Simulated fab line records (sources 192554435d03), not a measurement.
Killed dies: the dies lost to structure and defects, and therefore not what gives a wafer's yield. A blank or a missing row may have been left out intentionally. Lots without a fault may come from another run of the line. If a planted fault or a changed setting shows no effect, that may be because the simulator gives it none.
Lot-split experiment :: flow n5_finfet :: 21 wafers read across 7 lots, on a route 1938 steps long

== SPLIT DETAILS ==
At N5_SD_EPI_N_EPI_21 (deposits Si:P, time 690 s), the setting temp_c was moved away from the recipe's 680 C on 8 of the 21 wafers read, by -0.6% to +0.5%. The other wafers ran this setting at the recipe's value.

== FROM THE SPLIT TO THE READING: what the file shows between them, 11 steps ==
- N5_SD_EPI_N_EPI_MEAS_23
- N5_SD_EPI_N_PRECLEAN_24: cleans in O3/DIW, time 60 s
- N5_SD_EPI_P_COAT_34: time 60 s, resist thk 350 nm (also split here: spin_rpm)
- N5_SD_EPI_P_COAT_35: time 60 s, resist thk 35 nm
- N5_SD_EPI_P_COAT_03: resist thk 150 nm
- N5_SD_EPI_P_EPI_21: deposits SiGe:B, time 355 s
- N5_SD_EPI_P_HM_STRIP_48: strips SiNx in H3PO4, material SiNx, target depth 3 nm
- N5_SD_EPI_P_SRD_49: time 30 s
- N5_SD_EPI_P_PRECLEAN_24: cleans in O3/DIW, time 45 s
- N5_SD_ACTIVATION_RTA_00: time 0 s
- N5_SD_ACTIVATION_LSA_01: time 0.0008 s

== THE READING ==
RS_SD_N in ohm/sq, measured at N5_SD_ACTIVATION_RS_MEAS_03 by four-point-probe. Typical for fault-free wafers on this fab line: 21.93 ohm/sq, with standard deviation 0.3 ohm/sq.

wafer: L085.1
tool, chamber at the split: epi_rpcvd-03, 0
temp_c as run, C: 680
against the recipe: recipe
RS_SD_N, ohm/sq: 21.88
against lot-mates on the recipe: -

wafer: L085.5
tool, chamber at the split: epi_rpcvd-03, 0
temp_c as run, C: 680
against the recipe: recipe
RS_SD_N, ohm/sq: 22.00
against lot-mates on the recipe: -

wafer: L085.6
tool, chamber at the split: epi_rpcvd-03, 0
temp_c as run, C: 680
against the recipe: recipe
RS_SD_N, ohm/sq: 22.17
against lot-mates on the recipe: -

wafer: L086.2
tool, chamber at the split: epi_rpcvd-01, 0
temp_c as run, C: 680
against the recipe: recipe
RS_SD_N, ohm/sq: 21.92
against lot-mates on the recipe: -

wafer: L086.3
tool, chamber at the split: epi_rpcvd-01, 0
temp_c as run, C: 683.3
against the recipe: +0.5%
RS_SD_N, ohm/sq: 20.85
against lot-mates on the recipe: -1.07

wafer: L086.6
tool, chamber at the split: epi_rpcvd-01, 0
temp_c as run, C: 683.3
against the recipe: +0.5%
RS_SD_N, ohm/sq: 20.97
against lot-mates on the recipe: -0.95

wafer: L087.1
tool, chamber at the split: epi_rpcvd-03, 0
temp_c as run, C: 680
against the recipe: recipe
RS_SD_N, ohm/sq: 22.08
against lot-mates on the recipe: -

wafer: L087.4
tool, chamber at the split: epi_rpcvd-03, 0
temp_c as run, C: 676.1
against the recipe: -0.6%
RS_SD_N, ohm/sq: 23.50
against lot-mates on the recipe: +1.42

wafer: L087.5
tool, chamber at the split: epi_rpcvd-03, 0
temp_c as run, C: 676.1
against the recipe: -0.6%
RS_SD_N, ohm/sq: 23.69
against lot-mates on the recipe: +1.61

wafer: L089.1
tool, chamber at the split: epi_rpcvd-03, 0
temp_c as run, C: 680
against the recipe: recipe
RS_SD_N, ohm/sq: 22.01
against lot-mates on the recipe: -

wafer: L089.3
tool, chamber at the split: epi_rpcvd-03, 0
temp_c as run, C: 678.1
against the recipe: -0.3%
RS_SD_N, ohm/sq: 22.82
against lot-mates on the recipe: +0.81

wafer: L089.5
tool, chamber at the split: epi_rpcvd-03, 0
temp_c as run, C: 678.1
against the recipe: -0.3%
RS_SD_N, ohm/sq: 22.21
against lot-mates on the recipe: +0.20

wafer: L093.1
tool, chamber at the split: epi_rpcvd-02, 0
temp_c as run, C: 680
against the recipe: recipe
RS_SD_N, ohm/sq: 21.42
against lot-mates on the recipe: -

wafer: L093.2
tool, chamber at the split: epi_rpcvd-02, 0
temp_c as run, C: 680
against the recipe: recipe
RS_SD_N, ohm/sq: 21.39
against lot-mates on the recipe: -

wafer: L093.4
tool, chamber at the split: epi_rpcvd-02, 0
temp_c as run, C: 680
against the recipe: recipe
RS_SD_N, ohm/sq: 22.15
against lot-mates on the recipe: -

wafer: L095.1
tool, chamber at the split: epi_rpcvd-03, 0
temp_c as run, C: 680
against the recipe: recipe
RS_SD_N, ohm/sq: 22.10
against lot-mates on the recipe: -

wafer: L095.2
tool, chamber at the split: epi_rpcvd-03, 0
temp_c as run, C: 680
against the recipe: recipe
RS_SD_N, ohm/sq: 21.98
against lot-mates on the recipe: -

wafer: L095.4
tool, chamber at the split: epi_rpcvd-03, 0
temp_c as run, C: 680
against the recipe: recipe
RS_SD_N, ohm/sq: 22.27
against lot-mates on the recipe: -

wafer: L096.1
tool, chamber at the split: epi_rpcvd-01, 0
temp_c as run, C: 676.5
against the recipe: -0.5%
RS_SD_N, ohm/sq: 23.53
against lot-mates on the recipe: +1.03

wafer: L096.3
tool, chamber at the split: epi_rpcvd-01, 0
temp_c as run, C: 676.5
against the recipe: -0.5%
RS_SD_N, ohm/sq: 23.40
against lot-mates on the recipe: +0.90

wafer: L096.4
tool, chamber at the split: epi_rpcvd-01, 0
temp_c as run, C: 680
against the recipe: recipe
RS_SD_N, ohm/sq: 22.50
against lot-mates on the recipe: -

THE FIT
A straight line over all 21 wafers: RS_SD_N changes by -2.57 ohm/sq for each +1% of temp_c; r = -0.94; the points scatter about the line by 0.28 ohm/sq.
The same after taking each lot's own level away (the mean of its wafers on the recipe; 21 wafers): -2.2 ohm/sq for each +1%; r = -0.95; scatter 0.22 ohm/sq.
Per that fit: largest temp_c move, reading shift of 1.3 ohm/sq.
The lots' own levels span 21.653 to 22.500 ohm/sq, that is 2.8 times the standard deviation above.
Hence the slope depends on the lot-to-lot level, as the two fits are not the same.
Check: +1.23 ohm/sq against its lot-mates is what the line predicts for one of the wafers moved furthest among these (-0.6%) when that wafer is left out of the fit. Against them it came out at +1.42 ohm/sq.

== OTHER SPLITS APPLIED TO THESE WAFERS ==
Note: prior to the reading, these wafers also went through further splits. Each is held against what the fit with the lots' levels taken away leaves over:
other split on the same wafers: N5_WELL_APT_PEB_23 peb_temp_c
wafers away from the commonest value: 7
r with RS_SD_N (lot level and that fit taken away): -0.27

other split on the same wafers: N5_WELL_APT_DESCUM_30 time_s
wafers away from the commonest value: 5
r with RS_SD_N (lot level and that fit taken away): +0.19

other split on the same wafers: N5_DUMMY_GATE_COAT_28 spin_rpm
wafers away from the commonest value: 7
r with RS_SD_N (lot level and that fit taken away): -0.06

other split on the same wafers: N5_SD_EPI_P_COAT_34 spin_rpm
wafers away from the commonest value: 4
r with RS_SD_N (lot level and that fit taken away): -0.08

== THE WHOLE CHAIN: every reading that the file lists as answering this split, in the file's order ==
step: N5_SD_EPI_N_EPI_21
what it does: deposits Si:P, time 690 s
reading: Si-P_of_SD_EPI_N_EPI_21.thk_nm (the simulator's own value, which no gauge read)
change (the file's fit): +6.48 nm for each +1% of the setting
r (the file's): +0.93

step: N5_SD_EPI_N_EPI_MEAS_23
what it does: 
reading: thk_nm
change (the file's fit): withheld for each +1% of the setting
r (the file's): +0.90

step: N5_SD_EPI_N_PRECLEAN_24
what it does: cleans in O3/DIW, time 60 s
reading: Si-P_of_SD_EPI_N_EPI_21.thk_nm (the simulator's own value, which no gauge read)
change (the file's fit): +6.42 nm for each +1% of the setting
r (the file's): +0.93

step: N5_SD_EPI_P_HM_STRIP_48
what it does: strips SiNx in H3PO4, material SiNx, target depth 3 nm
reading: Si-P_of_SD_EPI_N_EPI_21.thk_nm (the simulator's own value, which no gauge read)
change (the file's fit): +6.33 nm for each +1% of the setting
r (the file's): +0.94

step: N5_SD_ACTIVATION_RS_MEAS_03
what it does: measures by four-point-probe
reading: RS_SD_N
change (the file's fit): -2.2 for each +1% of the setting
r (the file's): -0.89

== THE FILE'S OWN FIT ==
RS_SD_N changes by -2.2 ohm/sq for each +1% of temp_c, r = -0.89.
